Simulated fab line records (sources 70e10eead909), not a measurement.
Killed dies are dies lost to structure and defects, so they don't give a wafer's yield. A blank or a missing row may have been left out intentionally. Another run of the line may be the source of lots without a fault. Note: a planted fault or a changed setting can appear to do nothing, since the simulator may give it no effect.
fab line records ; flow nand_harc
[record] lots = 12; wafers = 36; last_day = 24
route steps=1159 shown A_BONDPAD@1093 THIN_TSV@1107 END@1159
lots that met no fault: from a run of the same line without faults
start_h: the number of hours between the record's first day and the start of the first shown wafer of the lot ; wait_h: hours from the lot's prior step to this one ; " identical to the entry in the row above ; L1.1+2: one row covering several wafers at once ; - either no value or no given start ; * or withheld: withheld ; < > ~ a bound
route shown NAME@n: NAME is a module with steps in the file, n the number in the route of the first one ; usual: mean and standard deviation over wafers with no fault ; same: alike in all rows ; chamber/n: place in a boat ; sites: per-site readings ; _std_site: how widely they spread, as a standard deviation ; _edge_site: the outer-site mean with the inner-site mean subtracted ; radius_mm: how far each site lies from the wafer's centre ; mask NAME#n: copy n ; behind: the most recent tool/chamber to have shaped the wafer ; hold: the reason the lot was held/the length of the hold in hours/how it ended ; device: transistor that didn't switch, given as n, p or np ; end of line: the same wafers' tests at the end of the route ; a step with no rows: only its recipe ; killed: the dies lost at the first sort to structure and to defects; this is not the yield of the wafer ; map: a wafer's dies, x killed, . not, _ none there
set.NAME: setting as actually run; set.NAME@STEP: the setting as run at that earlier step ; model.NAME: the simulator's own value behind a step, which no gauge read
route steps across a sampled set of lots; one table per step, one row per wafer
services: when a tool's chamber went out of use (start_h, in hours from the record's first day, below 0 if earlier), for how many hours, and the reason
[[steps]]
[step NHARC_A_BONDPAD_INSPECT_23]
[usual] raw_defect_count = 517/150
lot.wafer;tool;chamber;start_h;wait_h;raw_defect_count
L190.2;defect_inspect-02;-;414.34;0.0;748
L190.3;defect_inspect-02;-;414.34;0.0;498
L190.4;defect_inspect-02;-;414.34;0.0;741
L192.1;defect_inspect-01;-;425.91;0.0;515
L192.5;defect_inspect-01;-;425.91;0.0;318
L192.6;defect_inspect-01;-;425.91;0.0;474
L195.1;defect_inspect-01;-;426.31;0.0;401
L195.2;defect_inspect-01;-;426.31;0.0;429
L195.6;defect_inspect-01;-;426.31;0.0;579
L193.1;defect_inspect-02;-;438.22;0.0;818
L193.5;defect_inspect-02;-;438.22;0.0;450
L193.6;defect_inspect-02;-;438.22;0.0;525
L196.1;defect_inspect-02;-;446.51;0.0;749
L196.3;defect_inspect-02;-;446.51;0.0;563
L196.6;defect_inspect-02;-;446.51;0.0;907
L194.1;defect_inspect-02;-;447.53;0.0;319
L194.2;defect_inspect-02;-;447.53;0.0;523
L194.4;defect_inspect-02;-;447.53;0.0;540
L203.1;defect_inspect-02;-;504.30;0.0;357
L203.3;defect_inspect-02;-;504.30;0.0;413
L203.4;defect_inspect-02;-;504.30;0.0;497
L206.4;defect_inspect-02;-;510.03;0.0;450
L206.5;defect_inspect-02;-;510.03;0.0;593
L206.6;defect_inspect-02;-;510.03;0.0;772
L209.1;defect_inspect-02;-;528.38;0.0;625
L209.3;defect_inspect-02;-;528.38;0.0;467
L209.4;defect_inspect-02;-;528.38;0.0;380
L207.1;defect_inspect-02;-;529.45;0.0;272
L207.3;defect_inspect-02;-;529.45;0.0;353
L207.4;defect_inspect-02;-;529.45;0.0;307
L211.1;defect_inspect-02;-;542.72;0.0;591
L211.2;defect_inspect-02;-;542.72;0.0;492
L211.4;defect_inspect-02;-;542.72;0.0;568
L213.1;defect_inspect-02;-;555.56;0.0;464
L213.2;defect_inspect-02;-;555.56;0.0;559
L213.4;defect_inspect-02;-;555.56;0.0;377
[step NHARC_THIN_TSV_DEP_43]
[recipe] target_thk_a = 13285; temp_c = withheld; pressure_torr = 6.5; rf_w = 900; teos_flow_sccm = 161.4; flow_sccm = 2650; target_thk_nm = 1328.5; gas = O2; material = SiO2
[usual] throttle_valve_pct = 16.1/0.51
lot.wafer;tool;chamber;start_h;wait_h;throttle_valve_pct
L190.2;pecvd-04;0;448.18;-;16.3
L190.3;pecvd-04;2;448.18;-;15.7
L190.4;pecvd-04;1;448.18;-;16.2
L192.1;pecvd-03;2;449.23;-;15.5
L192.6;pecvd-03;1;449.23;-;17.3
L192.5;pecvd-03;2;449.23;-;15.7
L195.1;pecvd-03;0;450.37;-;15.9
L195.2;pecvd-03;1;450.37;-;17.2
L195.6;pecvd-03;2;450.37;-;15.5
L193.1;pecvd-01;2;451.57;-;15.4
L193.5;pecvd-01;2;451.57;-;15.7
L193.6;pecvd-01;0;451.57;-;16.8
L196.1;pecvd-03;1;458.94;-;17.2
L196.3;pecvd-03;0;458.94;-;16.3
L196.6;pecvd-03;2;458.94;-;15.4
L194.2;pecvd-01;2;460.20;-;15.3
L194.1;pecvd-01;0;460.20;-;16.7
L194.4;pecvd-01;2;460.20;-;15.2
L203.1;pecvd-04;2;518.55;-;16.1
L203.3;pecvd-04;0;518.55;-;16.1
L203.4;pecvd-04;1;518.55;-;16.3
L206.5;pecvd-04;1;519.92;-;16.3
L206.6;pecvd-04;2;519.92;-;15.9
L206.4;pecvd-04;0;519.92;-;16.4
L209.3;pecvd-04;1;540.63;-;16.3
L209.1;pecvd-04;0;540.63;-;16.4
L209.4;pecvd-04;1;540.63;-;16.5
L207.3;pecvd-03;1;543.13;-;17.1
L207.1;pecvd-03;2;543.13;-;15.8
L207.4;pecvd-03;0;543.13;-;15.8
L211.2;pecvd-04;2;554.43;-;16.1
L211.1;pecvd-04;0;554.43;-;16.4
L211.4;pecvd-04;0;554.43;-;16.4
L213.2;pecvd-03;0;568.04;-;15.9
L213.1;pecvd-03;2;568.04;-;15.6
L213.4;pecvd-03;0;568.04;-;15.7
[step NHARC_THIN_TSV_ETCHBACK_48]
[recipe] target_depth_a = 10285; over_etch_frac = 0.3; time_s = 405.17; ion_energy_ev = 250; c4f8_flow_sccm = withheld; ar_flow_sccm = withheld; rf_w = 600; bias_w = 300; chemistry = C4F8/Ar
[usual] bias_w = 299.9/0.91; chamber_pressure_mTorr = 25.000/0.02; oes_product_au = 0.941/0.024; rf_vpp_V = 547.3/2.3
lot.wafer;tool;chamber;start_h;wait_h;bias_w;chamber_pressure_mTorr;oes_product_au;rf_hours_counter_h;rf_vpp_V
L190.3;rie_diel-03;3;451.42;-;301.2;25.031;0.932;3;548.3
L190.4;rie_diel-03;1;451.42;-;300.0;24.987;0.935;3;547.1
L190.2;rie_diel-03;2;451.42;-;298.3;25.001;0.930;3;551.2
L192.1;rie_diel-09;0;452.26;-;300.1;24.978;0.994;2;546.5
L192.5;rie_diel-09;0;452.26;-;300.2;24.974;0.995;-;546.3
L192.6;rie_diel-09;3;452.26;-;298.1;24.973;1.000;-;550.2
L195.2;rie_diel-09;0;453.52;-;299.7;25.031;0.964;2;547.5
L195.1;rie_diel-09;1;453.52;-;300.6;25.029;0.962;2;548.0
L195.6;rie_diel-09;1;453.52;-;299.0;25.024;0.963;-;547.3
L193.1;rie_diel-05;2;454.82;-;299.8;25.000;0.932;8;546.1
L193.5;rie_diel-05;1;454.82;-;299.6;24.998;0.912;-;546.0
L193.6;rie_diel-05;2;454.82;-;298.2;24.949;0.934;-;547.3
L196.1;rie_diel-05;2;463.26;-;301.0;25.000;0.931;9;546.8
L196.3;rie_diel-05;3;463.26;-;299.2;25.007;0.934;10;543.3
L196.6;rie_diel-05;2;463.26;-;299.8;25.021;0.939;-;546.7
L194.1;rie_diel-09;0;463.59;-;300.0;24.992;0.963;4;547.3
L194.2;rie_diel-09;1;463.59;-;299.0;25.034;0.955;4;549.1
L194.4;rie_diel-09;0;463.59;-;298.3;24.983;0.968;-;547.7
L203.4;rie_diel-03;3;521.70;-;299.4;24.991;0.936;6;548.7
L203.3;rie_diel-03;0;521.70;-;298.9;24.995;0.773;8;548.6
L203.1;rie_diel-03;2;521.70;-;302.3;24.988;0.929;7;550.5
L206.5;rie_diel-09;3;523.22;-;300.7;25.016;0.911;-;549.0
L206.4;rie_diel-09;1;523.22;-;299.5;25.003;0.916;-;547.8
L206.6;rie_diel-09;2;523.22;-;299.2;25.004;0.960;-;548.5
L209.3;rie_diel-05;1;544.83;-;300.5;24.964;0.960;2;544.6
L209.1;rie_diel-05;2;544.83;-;299.7;24.958;0.955;2;546.0
L209.4;rie_diel-05;1;544.83;-;299.9;25.001;0.954;-;545.8
L207.1;rie_diel-05;2;546.10;-;300.2;25.026;0.971;2;546.5
L207.3;rie_diel-05;1;546.10;-;300.1;24.993;0.989;2;543.7
L207.4;rie_diel-05;0;546.10;-;298.6;24.994;0.987;-;546.5
L211.1;rie_diel-09;0;557.82;-;299.2;24.984;0.931;12;546.4
L211.4;rie_diel-09;1;557.82;-;300.9;25.027;0.926;14;548.1
L211.2;rie_diel-09;2;557.82;-;299.1;24.956;1.010;7;548.2
L213.1;rie_diel-05;2;571.47;-;300.7;24.955;0.917;4;547.7
L213.2;rie_diel-05;0;571.47;-;299.3;24.991;0.921;6;543.1
L213.4;rie_diel-05;2;571.47;-;299.3;25.035;0.924;-;545.5
[step NHARC_THIN_TSV_PVD_51]
[recipe] target_thk_a = 1000; chamber_pressure_pa = 5; material = Cu
[usual] chamber_pressure_pa = 5.001/0.01; throttle_valve_pct = 30.0/0.68
lot.wafer;tool;chamber;start_h;wait_h;chamber_pressure_pa;throttle_valve_pct
L190.3;pvd_sputter-02;-;-;-;5.003;29.7
L190.4;pvd_sputter-02;-;-;-;4.996;29.7
L190.2;pvd_sputter-02;-;-;-;4.987;29.0
L192.1;pvd_sputter-02;-;-;-;5.012;29.1
L192.5;pvd_sputter-02;-;-;-;5.000;29.1
L192.6;pvd_sputter-02;-;-;-;5.003;29.8
L195.2;pvd_sputter-01;-;-;-;4.983;30.6
L195.1;pvd_sputter-01;-;-;-;4.984;31.2
L195.6;pvd_sputter-01;-;-;-;4.995;30.6
L193.1;pvd_sputter-02;-;-;-;5.005;29.8
L193.5;pvd_sputter-02;-;-;-;5.003;29.9
L193.6;pvd_sputter-02;-;-;-;5.007;30.2
L196.3;pvd_sputter-02;-;-;-;5.014;29.1
L196.1;pvd_sputter-02;-;-;-;5.000;30.0
L196.6;pvd_sputter-02;-;-;-;5.002;29.8
L194.4;pvd_sputter-02;-;-;-;5.018;29.9
L194.2;pvd_sputter-02;-;-;-;4.992;29.1
L194.1;pvd_sputter-02;-;-;-;5.000;29.2
L203.4;pvd_sputter-01;-;-;-;5.015;31.4
L203.1;pvd_sputter-01;-;-;-;4.998;30.1
L203.3;pvd_sputter-01;-;-;-;5.000;30.8
L206.4;pvd_sputter-02;-;-;-;5.015;29.8
L206.5;pvd_sputter-02;-;-;-;4.993;29.2
L206.6;pvd_sputter-02;-;-;-;5.024;29.6
L209.3;pvd_sputter-02;-;-;-;5.008;30.0
L209.1;pvd_sputter-02;-;-;-;5.020;28.9
L209.4;pvd_sputter-02;-;-;-;5.007;29.0
L207.4;pvd_sputter-02;-;-;-;5.009;29.3
L207.3;pvd_sputter-02;-;-;-;5.012;29.9
L207.1;pvd_sputter-02;-;-;-;5.016;29.0
L211.2;pvd_sputter-01;-;-;-;4.996;29.9
L211.4;pvd_sputter-01;-;-;-;4.997;30.8
L211.1;pvd_sputter-01;-;-;-;5.001;31.0
L213.2;pvd_sputter-01;-;-;-;4.993;30.7
L213.1;pvd_sputter-01;-;-;-;5.012;31.4
L213.4;pvd_sputter-01;-;-;-;5.000;29.9
[step NHARC_END_SORT_01]
[recipe] temp_c = 25
[usual] defect_limited_yield = 95.2/1.6; killed_at_array = 29/10; killed_at_other = 0.7/1.1; killed_at_periphery = 3.2/2.2; killed_dies = 33/11; killed_open = 3.5/1.8; killed_short = 2.0/1.4; sort_bin_2_pct = 1.5/0.61; sort_bin_3_pct = 0.29/0.22; sort_bin_4_pct = 3.1/1.1; sort_n_pass = 644/11; sort_rim_yield_pct = 95/3.3; sort_yield_pct = 95.2/1.6
[same] gross_dies = 677; sort_bin_5_pct[%] = 0; sort_bin_6_pct[%] = 0; sort_bin_7_pct[%] = 0; sort_bin_8_pct[%] = 0; sort_rim_n_gross = 106.00
lot.wafer;tool;chamber;start_h;wait_h;defect_limited_yield[%];killed_at_array;killed_at_other;killed_at_periphery;killed_dies;killed_open;killed_short;sort_bin_2_pct[%];sort_bin_3_pct[%];sort_bin_4_pct[%];sort_n_pass;sort_rim_yield_pct[%];sort_yield_pct[%]
L203.1;prober-02;0;534.31;2.5;95.7;26;0;3;29;3;4;1.6;0;2.7;648;99;95.7
L203.3;prober-02;0;535.91;3.1;0;18;659;0;677;2;1;98.2;0.15;1.6;0;0;0
L203.4;prober-02;0;536.71;3.4;96.9;19;1;1;21;3;1;0.7;0.15;2.2;656;91;96.9
// killed by level:class
L203.1 A_CHANNEL_HOLE_D1:chamber_film_flake=8 A_BONDPAD:chamber_film_flake=6 A_CONTACT:chamber_film_flake=5 A_ONON_D1:geometric_particle:short=2 P_GATE:geometric_particle:open=1 A_CHANNEL_FILL_D1:geometric_particle:short=1 A_SGD_CUT:geometric_particle:short=1 A_WL_FILL:geometric_particle:open=1
L203.3 THIN_TSV:area_etchback=659 A_BONDPAD:chamber_film_flake=8 A_CHANNEL_HOLE_D1:chamber_film_flake=4 A_CONTACT:chamber_film_flake=3 A_ONON_D1:geometric_particle:open=1 A_WL_FILL:geometric_particle:short=1 A_WL_FILL:geometric_particle:open=1
L203.4 A_CONTACT:chamber_film_flake=7 A_CHANNEL_HOLE_D1:chamber_film_flake=5 A_BONDPAD:chamber_film_flake=4 A_ONON_D1:geometric_particle:short=1 A_SGD_CUT:geometric_particle:open=1 A_M0:geometric_particle:open=1 P_STI:chamber_film_flake=1 STARTING-WAFER:geometric_particle:open=1
[[services]]
tool;chamber;start_h;hours;kind
rie_diel-09;-;431.10;9.0;pm
rie_diel-09;0;431.10;9.0;vent_cycle
rie_diel-09;1;431.10;9.0;vent_cycle
rie_diel-09;2;431.10;67.2;vent_cycle
rie_diel-09;3;431.10;9.0;vent_cycle
rie_diel-09;0;440.10;-;clean
rie_diel-09;1;440.10;-;clean
rie_diel-03;3;459.04;17.8;repair
rie_diel-09;-;469.69;0.6;repair
pecvd-03;-;473.23;13.0;pm
rie_diel-09;1;512.44;7.1;repair
rie_diel-05;1;514.45;22.9;repair
rie_diel-05;-;518.25;9.0;pm
rie_diel-09;0;520.62;11.6;repair
rie_diel-03;-;523.00;0.3;repair
rie_diel-05;2;528.18;3.5;repair
pvd_sputter-01;-;540.14;10.0;pm
pecvd-03;1;546.09;33.8;repair
pecvd-04;1;550.48;6.4;repair
rie_diel-05;2;556.97;8.5;repair
pecvd-04;-;557.38;13.0;pm
pvd_sputter-01;-;562.65;1.8;repair
rie_diel-03;-;569.60;9.0;pm
pvd_sputter-02;-;570.02;10.0;pm
[[key]]
[first_sign] step = NHARC_THIN_TSV_ETCHBACK_48; reading = oes_product_au; direction = down; sigmas = 6.9; usual = 0.941; struck = 0.773
[effect] step = NHARC_END_SORT_01; reading = killed_at_other; direction = up; sigmas = 99+; usual = 0.7; struck = 659
[more_kills_born_at] NHARC_THIN_TSV_ETCHBACK_48@rie_diel-03 = 659
met_at NHARC_THIN_TSV_ETCHBACK_48
struck_lots L203
struck_wafers L203.3
later_rows_left_out L203.3
not_acting_at NHARC_A_BONDPAD_INSPECT_23,NHARC_THIN_TSV_DEP_43,NHARC_THIN_TSV_PVD_51
[fault] kind = process_parameter_drift; tool = rie_diel-03; chamber = 0; onset_h = 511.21; steps = NHARC_THIN_TSV_ETCHBACK_48; channel = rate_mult; offset = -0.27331; shape = step; end_h = 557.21
// later_rows_left_out: the simulator's readings of these wafers behind a module that went badly wrong aren't trusted and aren't shown, but for the sort
